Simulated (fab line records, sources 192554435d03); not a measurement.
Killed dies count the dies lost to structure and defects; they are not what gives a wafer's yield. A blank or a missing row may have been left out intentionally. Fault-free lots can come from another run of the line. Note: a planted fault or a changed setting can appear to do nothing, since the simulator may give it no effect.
A struck lot beside a sound one -- flow n5Finfet -- 19 out of 1938 route steps
Sound: these wafers, L297.3, L297.4, L297.6. Wafers L312.4, L312.5, L312.6 were the ones struck. The cause is given at the end.
Order at every step that has rows: each side's tool, ch and its chambers, its first start. Under that, the readings that differ: sound wafers -- struck wafers -- difference of the means -- sigmas: that difference in standard deviations of wafers without a fault.
alike: readings whose means differ by less than 2 such deviations, and words and numbers that are the same on both sides. not compared: withheld readings, readings that some wafer has no value for, bounds like >300 that may hide the same value, and numbers for which the record gives no deviation and whose values overlap.
Wherever a step has rows on one side only, a row that says differs or no value, or a row with sigmas, the two part there. Numbers that don't overlap but have no deviation are shown without sigmas and don't part them. A reading that every wafer of one side lacks parts them only if that side has two wafers or more.

N5_BEOL_M4_RC_MEAS_101:
  sound on prober-02 ch 0, day 8 06:23; struck on prober-02 ch 0, day 11 23:37
reading,sound,struck,difference,sigmas
ION_P (uA/um),461 473 465,456 450 453,-13,-2
  alike: DIBL_N, DIBL_P, IOFF_N, IOFF_P, ION_N, SS_N, SS_P, VT_N, VT_P
N5_BEOL_M5_ILD_DEP_00: deposits SiCOH lowk from DEMS/porogen, target thk 140.64 nm, time 25.9 s.
  sound on pecvd-03 ch 0,1,2, day 8 07:02; struck on pecvd-03 ch 0,1,2, day 12 00:08
  alike: heaterPowerW, showerheadPlenumPTorr, throttleValvePct
  not compared: sinceWetCleanH
N5_BEOL_M5_CURE_79: cures SiCOH lowk, time 240 s.
  sound on uvCure-03 ch 1, day 8 07:15; struck on uvCure-02 ch 0, day 12 00:25
reading,sound,struck,difference,sigmas
wafer_temp_C_max,387.8 387.8 387.9,386.8 386.7 386.8,-1.1,-2
  alike: lampPowerPct
N5_BEOL_M5_THK_MEAS_01:
  sound on filmMetro-01 at day 8 07:36; struck on filmMetro-02 at day 12 00:41
  alike: M5_ILD_THK
N5_BEOL_M5_PECVD_70: deposits SiO2 from TEOS/O2, target thk 16 nm, time 18 s.
  sound on pecvd-03 ch 0,1, day 8 07:38; struck on pecvd-01 ch 0,1,2, day 12 00:45
  alike: heaterPowerW, showerheadPlenumPTorr, throttleValvePct
  not compared: sinceWetCleanH
N5_BEOL_M5_HM_DEP_02: deposits TiN, target thk 20 nm.
  sound on pvdSputter-02 at day 8 10:36; struck on pvdSputter-02 at day 12 01:55
  alike: throttleValvePct
then, 6 steps without rows for these wafers: N5_BEOL_M5_COAT_59 (time 60 s, resist thk 60 nm); N5_BEOL_M5_COAT_60 (time 60 s, resist thk 12 nm); N5_BEOL_M5_COAT_71 (time 60 s, resist thk 5 nm); N5_BEOL_M5_COAT_05 (resist thk 30 nm); N5_BEOL_M5_EBR_07; N5_BEOL_M5_SOFTBAKE_06 (time 60 s).
N5_BEOL_M5_EXPOSE_08: exposes mask M5, target cd 28 nm.
  sound on euvScanner-01 ch 0, day 8 10:52; struck on euvScanner-01 ch 0, day 12 02:11
reading,sound,struck,difference,sigmas
model.BEOL_M5.overlayXNm (nm),0.2 0.2 0.2,6.8 6.8 6.8,+6.6,
  alike: mask
then, 2 steps without rows for these wafers: N5_BEOL_M5_PEB_09 (peb time 60 s); N5_BEOL_M5_DEVELOP_10 (develop time 30 s).
N5_BEOL_M5_CD_MEAS_11: target cd 27.74 nm.
  sound on cdSem-03 ch 0, day 8 10:59; struck on cdSem-01 ch 0, day 12 02:19
  alike: cdNm
N5_BEOL_M5_OVL_MEAS_12:
  sound on overlay-02 ch 0, day 8 11:02; struck on overlay-01 ch 0, day 12 02:21
reading,sound,struck,difference,sigmas
M5_OVL (nm),-0.1 -0.5 -0.7,6.6 6.5 6.5,+7.0,+10
N5_BEOL_M5_INSPECT_13: inspects for defects (brightfield).
  sound on defectInspect-02 at day 8 11:05; struck on defectInspect-02 at day 12 02:23
  alike: rawDefectCount
-- a jump in the record: the struck wafers' starts before and after are 4 days apart (it breaks off in module BEOL_M5 and resumes in module PASSIVATION, where the first step shown is number 1936 of the route) --
N5_PASSIVATION_PROBE_49:
  sound on prober-01 at day 12 19:32; struck on prober-01 at day 16 02:13
  alike: defectLimitedYield, killed_at_M0_to_M3, killed_at_M4_up, killedAtContacts, killedAtFrontEnd, killedAtOther, killedDies, killedOpen, killedShort, sort_bin_5_function, sort_bin_6_memory, sortNPass, sortYieldPct

## WHERE THEY PART
Last at N5_BEOL_M5_OVL_MEAS_12 as far as this record goes, first at N5_BEOL_M4_RC_MEAS_101. Later steps at which nothing parts them and some readings are alike: N5_BEOL_M5_INSPECT_13, N5_PASSIVATION_PROBE_49.

WHY: the cause the simulator had injected
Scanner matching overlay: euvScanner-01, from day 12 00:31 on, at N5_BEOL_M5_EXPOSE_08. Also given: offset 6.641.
